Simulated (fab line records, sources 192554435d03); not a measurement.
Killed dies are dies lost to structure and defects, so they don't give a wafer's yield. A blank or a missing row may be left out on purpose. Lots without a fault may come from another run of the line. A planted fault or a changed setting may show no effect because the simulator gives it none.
fab line records | flow n5_finfet
record lots=5 wafers=15 last_day=20
route steps=1938 shown BEOL_M15@1812 PASS1_DEP@1831 MIM_BOT@1832 MIM_TOP@1834 MIM_TOP_LITHO@1839 PASSIVATION@1936
lots that met no fault: from a run of the same line without faults
start_h: hours from the record's first day to the start of the lot's first wafer shown | wait_h: hours since the lot's step before | " the same as in the row above | L1.1+2: a row that stands for several wafers | - no value, or no start given | * or withheld: withheld | < > ~ a bound
route shown NAME@n: a module of which the file shows steps, and the number in the route of the first | usual: mean/standard deviation of fault-free wafers | same: alike in all rows | chamber/n: place in a boat | sites: the reading at each site | _std_site: their standard deviation | _edge_site: outer sites' mean less inner sites' | radius_mm: how far each site lies from the wafer's centre | mask NAME#n: copy n | behind: the tool/chamber that last shaped the wafer | hold: why the lot was held/for how many hours/how that ended | device: the transistor (n, p or np) that didn't switch | end of line: the same wafers' tests at the end of the route | a step without rows: its recipe alone | killed: dies lost to structure and defects at the first sort, not the wafer's yield | map: a wafer's dies, x killed, . not, _ none there
set.NAME: the setting as run; set.NAME@STEP: as run at that earlier step | model.NAME: the simulator's own value behind a step, which no gauge read
lots at some steps of the route; a table a step, a row a wafer
services: from which hour (start_h, from the record's first day; less than 0 if before it) a tool's chamber was out of use, for how many hours, and why
## steps
# step N5_BEOL_M15_STRIP_62
# recipe chemistry=O2 power_w=600 temp_c=60 pressure_mtorr=30 rf_frequency_hz=6e+07 bias_power_w=0 overash_fraction=0.3 o2_flow_sccm=225
# step N5_BEOL_M15_STRIP_37
# recipe chemistry=O2 power_w=600 temp_c=60 pressure_mtorr=30 rf_frequency_hz=6e+07 bias_power_w=0 overash_fraction=0.3 o2_flow_sccm=225
# usual drypump_motor_current_A=5.7/0.43 oes_product_au=0.77/0.085 rf_vpp_V=3.6/0.64 showerhead_plenum_p_Torr=2.08/0.076 throttle_valve_pct=16.79/0.19
# columns lot.wafer tool chamber start_h wait_h drypump_motor_current_A oes_product_au rf_hours_counter_h rf_vpp_V showerhead_plenum_p_Torr throttle_valve_pct
L626.1 rie_diel-02 0 - - 4.8 0.91 30 2.9 2.14 16.65
L626.5 " 3 " " 5.9 0.70 - 3.2 2.00 16.71
L626.6 " 0 " " 4.8 0.91 - 4.4 2.14 16.63
L628.3 rie_diel-02 1 - - 5.6 0.72 196 2.5 2.00 16.99
L628.4 " 3 " " 5.9 0.70 215 3.6 2.00 16.71
L628.6 " 3 " " 5.9 0.70 - 3.0 2.00 16.71
L636.1 rie_diel-03 0 - - 5.9 0.76 144 3.6 2.17 16.73
L636.4 " 3 " " 5.5 0.67 - 3.5 2.16 16.93
L636.5 " 1 " " 5.8 0.69 - 3.5 2.07 17.06
L640.1 rie_diel-03 2 - - 5.7 0.94 4 3.6 2.24 16.44
L640.3 " 3 " " 5.4 0.67 233 4.2 2.16 16.94
L640.6 " 3 " " 5.5 0.67 - 4.0 2.16 16.92
L648.1 rie_diel-03 2 - - 5.7 0.91 17 4.0 2.24 16.45
L648.2 " 0 " " 5.9 0.74 167 4.1 2.17 16.77
L648.3 " 3 " " 5.5 0.66 247 3.4 2.15 16.95
# step N5_BEOL_M15_ETCH_38
# recipe chemistry=CF4/N2 target=SiCN target_depth_a=1064 taper_deg=2 time_s=120.5 ion_energy_ev=150 mask_material=SiO2 pressure_mtorr=40 source_w=430 bias_w=70 Ar_flow_sccm=100 cf4_flow_sccm=60 n2_flow_sccm=60
# step N5_BEOL_M15_PRECLEAN_39
# recipe chemistry=residue_remover time_s=60 temp_c=40
# step N5_BEOL_M15_SRD_40
# recipe time_s=30 temp_c=23 rinse_liquid=diw dry=n2_spin spin_rpm=1500 dry_time_s=30
# step N5_BEOL_M15_DEGAS_41
# recipe ambient=vacuum temp_c=300 time_s=60
# usual heater_power_w=476/54 susceptor_temp_C=300.01/0.2
# columns lot.wafer tool chamber start_h wait_h heater_power_w susceptor_temp_C
L626.1 pvd_sputter-01 - 319.25 0.4 470 299.82
L626.5 " - " " 475 299.85
L626.6 " - " " 578 300.21
L628.3 pvd_sputter-03 - 322.82 1.6 404 299.91
L628.4 " - " " 406 299.77
L628.6 " - " " 393 299.75
L636.1 pvd_sputter-02 - 369.04 0.3 520 300.02
L636.4 " - " " 535 299.90
L636.5 " - " " 492 300.08
L640.1 pvd_sputter-01 - 399.44 0.2 475 300.07
L640.3 " - " " 492 300.19
L640.6 " - " " 569 300.09
L648.1 pvd_sputter-02 - 453.07 0.0 513 299.83
L648.2 " - " " 493 299.82
L648.3 " - " " 532 300.07
# step N5_BEOL_M15_PRE_CLEAN_42
# recipe gas=H2/He time_s=30 temp_c=300
# usual heater_power_w=477/53 susceptor_temp_C=300.01/0.2
# columns lot.wafer tool chamber start_h wait_h heater_power_w susceptor_temp_C
L626.1 pvd_sputter-01 - 319.29 0.0 487 299.97
L626.5 " - " " 499 299.71
L626.6 " - " " 569 299.96
L628.3 pvd_sputter-03 - 322.86 0.0 411 300.08
L628.4 " - " " 410 299.82
L628.6 " - " " 407 300.11
L636.1 pvd_sputter-02 - 369.08 0.0 525 300.12
L636.4 " - " " 537 300.07
L636.5 " - " " 476 300.04
L640.1 pvd_sputter-01 - 399.48 0.0 474 300.06
L640.3 " - " " 501 299.87
L640.6 " - " " 579 300.08
L648.1 pvd_sputter-02 - 453.11 0.0 537 299.97
L648.2 " - " " 491 299.98
L648.3 " - " " 537 300.02
# step N5_BEOL_M15_SPUTTER_43
# recipe material=TaN target_thk_a=150 temp_c=50 bias_v=168.6 power_w=15000 chamber_pressure_pa=0.12 time_s=24.19
# step N5_BEOL_M15_SPUTTER_44
# recipe material=Ta target_thk_a=150 temp_c=50 bias_v=80 power_w=15000 chamber_pressure_pa=0.07 time_s=24.19
# step N5_BEOL_M15_SPUTTER_45
# recipe material=Cu target_thk_a=1000 temp_c=-20 bias_v=60 power_w=26000 chamber_pressure_pa=0.13 time_s=16.67
# step N5_BEOL_M15_ECD_47
# recipe material=Cu target_thk_a=18600
# step N5_BEOL_M15_ANNEAL_48
# recipe temp_c=225 time_s=90 ambient=N2
# step N5_BEOL_M15_CMP_49
# recipe stop_on=SiO2 t_overpolish_s=4.9 down_force_psi=2 platen_rpm=80 clearing_platen_down_force_psi=2 clearing_platen_rpm=80 post_cmp_clean=cu_alkaline target_thk_nm=850 clearing_platen_pad_velocity_m_s=1.5917 pad_velocity_m_s=1.5917
# usual barrier_field_endpoint_s=11.32/0.21 head_pressure_psi=2.000/0.0041 motor_current_A=8.4/1.1 overpolish_run_s=4.899/0.0093
# columns lot.wafer tool chamber start_h wait_h barrier_field_endpoint_s head_pressure_psi motor_current_A overpolish_run_s
L626.1 cmp-03 0 320.14 0.3 11.16 1.997 8.9 4.905
L626.5 " 0 " " 11.10 1.999 8.5 4.901
L626.6 " 1 " " 11.06 2.001 11.9 4.890
L628.3 cmp-01 3 323.83 0.2 11.33 2.000 7.3 4.899
L628.4 " 0 " " 11.50 2.002 7.0 4.889
L628.6 " 3 " " 11.22 2.000 7.2 4.884
L636.4 cmp-03 0 369.94 0.1 11.24 1.992 9.6 4.899
L636.1 " 1 " " 11.13 2.001 12.6 4.898
L636.5 " 1 " " 11.14 1.999 11.9 4.889
L640.1 cmp-02 1 400.34 0.3 11.22 1.998 7.5 4.895
L640.3 " 2 " " 11.56 2.002 7.8 4.885
L640.6 " 1 " " 11.27 1.995 8.0 4.906
L648.2 cmp-01 1 454.04 0.2 11.46 2.001 8.9 4.919
L648.3 " 2 " " 11.56 2.001 9.2 4.889
L648.1 " 3 " " 11.41 2.000 7.2 4.897
# step N5_BEOL_M15_PRE_CLEAN_52
# recipe gas=NH3 time_s=15 temp_c=withheld rf_power_w=300
# step N5_BEOL_M15_DEP_53
# recipe material=SiCN target_thk_a=500 temp_c=withheld precursor=3MS/NH3 pressure_torr=3 rf_w=675 time_s=17.8
# step N5_BEOL_M15_INSPECT_55
# recipe inspect_instrument=darkfield mode=post_dep
# usual raw_defect_count=70/19
# columns lot.wafer tool chamber start_h wait_h raw_defect_count
L626.1 defect_inspect-02 - 320.59 0.0 59
L626.5 " - " " 47
L626.6 " - " " 74
L628.3 defect_inspect-01 - 324.29 0.0 79
L628.4 " - " " 62
L628.6 " - " " 80
L636.1 defect_inspect-01 - 370.39 0.0 74
L636.4 " - " " 709
L636.5 " - " " 74
L640.1 defect_inspect-02 - 400.79 0.0 55
L640.3 " - " " 76
L640.6 " - " " 61
L648.1 defect_inspect-01 - 454.45 0.0 78
L648.2 " - " " 41
L648.3 " - " " 63
# step N5_PASSIVATION_PECVD_00
# recipe material=SiO2 target_thk_a=2000 temp_c=400 precursor=SiH4/N2O pressure_torr=2.7 rf_w=608 time_s=11.2
# step N5_MIM_BOT_DEGAS_01
# recipe ambient=vacuum temp_c=300 time_s=60
# step N5_MIM_BOT_SPUTTER_00
# recipe material=TiN target_thk_a=350 temp_c=200 power_w=3000 chamber_pressure_pa=0.49996 gas=Ar reactive_partial_pa=0.37997 time_s=89.7
# step N5_MIM_TOP_ALD_00
# recipe material=Al2O3 target_thk_a=* temp_c=withheld ald_precursor_family=TMA ald_co_reactant=O3 pulse_time_s=withheld purge_time_s=3 co_reactant_purge_time_s=withheld co_reactant_pulse_time_s=3 ald_cycles=withheld
# usual precursor_pulse_height_rel=1.003/0.021
# columns lot.wafer tool chamber start_h wait_h precursor_pulse_height_rel
L626.1 ald_hk-03 2 323.35 0.1 0.977
L626.5 " 3 " " 0.982
L626.6 " 0 " " 0.960
L628.3 ald_hk-01 0 326.56 0.1 1.005
L628.4 " 3 " " 1.000
L628.6 " 3 " " 1.013
L636.1 ald_hk-02 1 372.84 0.1 1.005
L636.4 " 3 " " 1.051
L636.5 " 2 " " 1.000
L640.1 ald_hk-03 2 402.50 0.1 0.993
L640.3 " 1 " " 0.997
L640.6 " 3 " " 1.005
L648.1 ald_hk-01 2 455.75 0.1 1.016
L648.2 " 0 " " 0.973
L648.3 " 3 " " 1.015
# step N5_MIM_TOP_ALD_01
# recipe material=HfO2 target_thk_a=56 temp_c=withheld ald_precursor_family=Hf-amide ald_co_reactant=O3 pulse_time_s=1 purge_time_s=3 co_reactant_purge_time_s=2 co_reactant_pulse_time_s=3 ald_cycles=62
# usual precursor_pulse_height_rel=1.003/0.02
# same pulse_time_s=1 purge_time_s=3
# columns lot.wafer tool chamber start_h wait_h precursor_pulse_height_rel
L626.1 ald_hk-03 2 - - 1.017
L626.5 " 3 " " 0.977
L626.6 " 0 " " 0.999
L628.3 ald_hk-01 0 - - 0.996
L628.4 " 3 " " 1.024
L628.6 " 3 " " 0.969
L636.1 ald_hk-02 1 - - 1.005
L636.4 " 3 " " 0.976
L636.5 " 2 " " 1.042
L640.1 ald_hk-03 2 - - 1.015
L640.3 " 1 " " 0.985
L640.6 " 3 " " 0.952
L648.1 ald_hk-01 2 - - 1.019
L648.2 " 0 " " 0.994
L648.3 " 3 " " 0.999
# step N5_MIM_TOP_ALD_02
# recipe material=Al2O3 target_thk_a=* temp_c=withheld ald_precursor_family=TMA ald_co_reactant=O3 pulse_time_s=withheld purge_time_s=3 co_reactant_purge_time_s=withheld co_reactant_pulse_time_s=3 ald_cycles=withheld
# step N5_MIM_TOP_DEGAS_04
# recipe ambient=vacuum temp_c=300 time_s=60
# step N5_MIM_TOP_SPUTTER_03
# recipe material=TiN target_thk_a=350 temp_c=200 power_w=3000 chamber_pressure_pa=0.49996 gas=Ar reactive_partial_pa=0.37997 time_s=89.7
# step N5_MIM_TOP_LITHO_HMDS_01
# recipe time_s=60 temp_c=120
# step N5_MIM_TOP_LITHO_COAT_02
# recipe spin_rpm=* resist_thk_nm=*
# step N5_MIM_TOP_LITHO_EBR_04
# recipe solvent=PGMEA ebr_width_mm=1.5
# step N5_MIM_TOP_LITHO_SOFTBAKE_03
# recipe temp_c=100 time_s=90
# step N5_MIM_TOP_LITHO_EXPOSE_05
# recipe mask_id=MIM_TOP na=0.55 source_shape=conventional sigma_outer=0.8 polarization=unpolarized target_cd_nm=2000 dose_mj=20.5
# step N5_MIM_TOP_LITHO_PEB_06
# recipe peb_temp_c=withheld peb_time_s=*
# step N5_MIM_TOP_LITHO_DEVELOP_07
# recipe develop_time_s=60 rinse_liquid=diw dry=air_spin dev_temp_c=21
# step N5_MIM_TOP_LITHO_HARDBAKE_09
# recipe temp_c=130 time_s=120
# step N5_MIM_TOP_LITHO_CD_MEAS_08
# recipe target_cd_nm=2000 landing_energy_ev=500 detector=se_inlens
# usual cd_nm=2000.3/1.3
# columns lot.wafer tool chamber start_h wait_h cd_nm
L626.1 cd_sem-03 0 324.81 - 2001.6
L626.5 " 0 " " 2001.5
L626.6 " 0 " " 2001.4
L628.3 cd_sem-01 0 327.64 - 1998.4
L628.4 " 0 " " 1997.9
L628.6 " 0 " " 1998.3
L636.1 cd_sem-01 0 374.15 - 2000.3
L636.4 " 0 " " 2000.6
L636.5 " 0 " " 2001.5
L640.1 cd_sem-01 0 406.27 - 1998.2
L640.3 " 0 " " 1999.0
L640.6 " 0 " " 2001.6
L648.1 cd_sem-01 0 458.34 - 1997.8
L648.2 " 0 " " 1998.8
L648.3 " 0 " " 1998.2
# step N5_MIM_TOP_LITHO_OVL_MEAS_11
# recipe points_per_wafer=44
# usual MIM_TOP_OVL=-4/5.3
# columns lot.wafer tool chamber start_h wait_h MIM_TOP_OVL[nm]
L626.1 overlay-02 0 324.84 0.0 -6
L626.5 " 0 " " -4
L626.6 " 0 " " 4
L628.3 overlay-01 0 327.67 0.0 -7
L628.4 " 0 " " 1
L628.6 " 0 " " -4
L636.1 overlay-01 0 374.18 0.0 -1
L636.4 " 0 " " -8
L636.5 " 0 " " 2
L640.1 overlay-02 0 406.30 0.0 -16
L640.3 " 0 " " -6
L640.6 " 0 " " -1
L648.1 overlay-02 0 458.38 0.0 -10
L648.2 " 0 " " -12
L648.3 " 0 " " -5
# step N5_MIM_TOP_LITHO_INSPECT_12
# recipe mode=adi inspect_instrument=macro
# usual raw_defect_count=2.0/1.5
# columns lot.wafer tool chamber start_h wait_h raw_defect_count
L626.1 defect_inspect-01 - 324.86 0.0 2
L626.5 " - " " 2
L626.6 " - " " 1
L628.3 defect_inspect-01 - 327.69 0.0 1
L628.4 " - " " 2
L628.6 " - " " 5
L636.1 defect_inspect-02 - 374.20 0.0 1
L636.4 " - " " >300
L636.5 " - " " 1
L640.1 defect_inspect-02 - 406.32 0.0 3
L640.3 " - " " 2
L640.6 " - " " 1
L648.1 defect_inspect-01 - 458.40 0.0 0
L648.2 " - " " 3
L648.3 " - " " 0
# step N5_MIM_TOP_LITHO_DESCUM_10
# recipe chemistry=O2 time_s=7.9 source_power_w=50 bias_power_w=20 pressure_mtorr=20 rf_frequency_hz=2.712e+07 temp_c=40 o2_flow_sccm=225
# step N5_PASSIVATION_PROBE_49
# usual defect_limited_yield=91.2/1.3 killed_at_M0_to_M3=34/9.2 killed_at_M4_up=14/5 killed_at_contacts=13/6.7 killed_at_front_end=39/12 killed_at_other=4/3.3 killed_dies=104/15 killed_on_rim=14/3.7 killed_open=68/12 killed_short=34/7.5 sort_bin_5_function=5.2/0.87 sort_bin_6_memory=3.3/0.63 sort_n_pass=1076/15 sort_yield_pct=91.2/1.3
# same gross_dies=1180 killed_at_back_side=0 sort_bin_4_leakage[%]=0 sort_bin_8_speed[%]=0
# columns lot.wafer tool chamber start_h wait_h defect_limited_yield[%] killed_at_M0_to_M3 killed_at_M4_up killed_at_contacts killed_at_front_end killed_at_other killed_dies killed_on_rim killed_open killed_short sort_bin_5_function[%] sort_bin_6_memory[%] sort_n_pass sort_yield_pct[%]
L636.4 prober-02 - 385.29 0.2 55.4 29 458 6 30 3 526 71 45 30 28.3 13.9 654 55.4
L636.5 prober-02 - 385.34 0.2 92.5 44 8 6 26 4 88 14 52 32 4.1 3.1 1092 92.5
# killed by level:class
L636.4 BEOL_M15:unspecified=450 FIN_SAQP:geometric_particle:open=8 FIN_SAQP:geometric_particle:short=6 MOL_CONTACT_COAG:geometric_particle:open=6 DUMMY_GATE:geometric_particle:open=5 BEOL_M0_SAQP:geometric_particle:short=5 BEOL_M4:geometric_particle:open=5 BEOL_M1:geometric_particle:short=4
L636.5 BEOL_M0_SAQP:geometric_particle:short=12 BEOL_M3:geometric_particle:open=9 BEOL_M1:geometric_particle:open=7 BEOL_M4:geometric_particle:open=6 GATE_CUT:geometric_particle:short=5 MOL_CONTACT_COAG:geometric_particle:open=5 BEOL_M0_SAQP:geometric_particle:open=5 FIN_SAQP:geometric_particle:open=4
# map L636.4 (x killed, . not)
_________________....xx..x...________________
______________....x..x.xxxx..xx._____________
___________..xx..x..x...x.x.x....xx__________
__________xx...xx.....x..xx...x...x._________
________xx..xx...xxxx...xx..xxx.xx...._______
_______.x...xxx............xxxx....x..x______
______.x..xx.xx..x.x.........x...xx....._____
_____.x.x..xxx..xx.....x.....xx..x...xx.x____
____x.x..xx..xxx...x...xxxxxx..x.....xx...___
___x...xx.x.x....xxx.x...xxxx.x...xx.x..xxx__
___.xxx.xxx.....xx.xx.xxx..x.xx.xx.x..x.x..__
__xx.x..x...xxx.x.xxx.xxx...x..xx.xxx..xxx.x_
__....x.....x......x..x.x.....x...x.xxx..x.._
_xx....x....xx..x....xxxx...x..x.....xxx.xxx.
_...xx.x.x...x...x...xx..x..x......x.xxx..x..
_.x.x...xx....xx...xxxx.xx.x..xx.x..x.xx..x.x
_xxx...xxx...x......x...xx.x.....x....x..xx..
_x.xx..xxx..xx..xx.xxxx.x.x.xx..x.x.x.x...x..
_x..x..x.xx..x..x..x...x....xxxx.xxx..x..x..x
_xxxxx..x.xxxx...x..xx..xxx......x..x.x.x..x.
_.xxxx.....xx..x...xx.xxxxxxxxxxx.x.x..x.xxxx
__xx..xxxx.xx..xx..xx..xxx...xx.....x.x..x.x_
__.x...x...x....xx..x.x..xxxxxx..xxxx..x.x.._
___......xxxxx..xxxx..xx..xx..xx...xx..xxxx__
___x.x.xxx...xxx.xxxx.xx....xx...x..xx.....__
____.x......x..x.xxxxxx..x.xxxxx.........x___
_____x...x...xx.xxxx.x.xxxxx.xx.xx..x...x____
______xxxx.xx...xx........x...x.x....x.x_____
_______xx...x.xx.xx...x......xx...xxx.x______
________.x..x.xxxx..x...x.x...xx....xx_______
__________.xxx.x..xxx..x.xx.xxxx..x._________
___________x.......xx..x....xxx.x..__________
______________xx..xxx.x..xx.x..._____________
_________________.x.x.xxxxxx.________________
# map L626.5 (x killed, . not)
_________________.....x......________________
______________.x...........x...._____________
___________......x.................__________
__________.........x.........x......_________
________.................x...........x_______
_______...........x.........x.....x....______
______........x...............x.......x._____
_____xx..................................____
____.................x....................___
___.................x......................__
___x...x..x............................x...__
__.x........................................_
__.......x.......xx.............x......x..x._
_............................x...............
_.......x....xx.x...........x...........x....
_.x...xx....xx..x.........x.x....x...xx......
_..x......x.....xx......x......x.............
_..x.............................x...........
_........x.......xx...x....x.................
_x....x........x..x.......x............x...x.
_........................x...xx.x..........x.
__...........x..............x..........x.x.._
__...x...x....x....x..x..x...x.............._
___.............x.........x....x.....xx.x..__
___.x....x.....x.......x........x..........__
____...........x...x......................___
_____........x...........x...............____
______.......x.........................._____
_______......x......................x..______
________.....x........................_______
__________x.............xx....xx...._________
___________..................x.....__________
______________..x..............x_____________
_________________............________________
## services
# columns tool chamber start_h hours kind
rie_diel-02 0 294.77 12.3 repair
ald_hk-01 - 298.45 2.8 pm
ald_hk-03 - 311.86 1.6 repair
cmp-02 - 312.09 4.0 pm
rie_diel-03 1 312.30 15.5 repair
rie_diel-02 2 322.19 4.5 repair
ald_hk-01 - 323.36 0.6 repair
rie_diel-03 - 327.21 28.1 pm
rie_diel-02 - 332.96 1.8 repair
rie_diel-02 0 350.85 2.9 repair
ald_hk-02 - 352.36 2.8 pm
cmp-02 - 358.42 7.3 pm
rie_diel-02 - 368.45 4.3 pm
rie_diel-03 - 374.24 1.1 repair
cmp-01 - 376.04 0.6 repair
cmp-02 - 385.38 0.5 repair
cmp-01 - 389.82 1.8 repair
rie_diel-03 - 408.89 2.8 pm
rie_diel-02 - 412.46 0.3 repair
cmp-01 - 417.31 1.3 repair
ald_hk-03 - 424.67 3.2 repair
cmp-03 - 440.34 6.3 pm
pvd_sputter-02 - 444.70 7.5 repair
ald_hk-03 - 454.17 1.2 repair
## key
first_sign step=N5_BEOL_M15_INSPECT_55 reading=raw_defect_count direction=up sigmas=33 usual=70 struck=709
effect step=N5_MIM_TOP_LITHO_INSPECT_12 reading=raw_defect_count direction=up sigmas=99+ usual=2.0 struck=>300
effect step=N5_PASSIVATION_PROBE_49 reading=killed_at_M4_up direction=up sigmas=88 usual=14 struck=458
more_kills_born_at N5_BEOL_M15_CMP_49@cmp-03=450
met_at N5_BEOL_M15_CMP_49
struck_wafers L636.4
onset_between 320.14 369.94
fault kind=chamber_particle_source tool=cmp-03 chamber=0 onset_h=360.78 steps=N5_BEOL_M15_CMP_49 rate_per_visit_cm2=0.91072 end_h=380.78
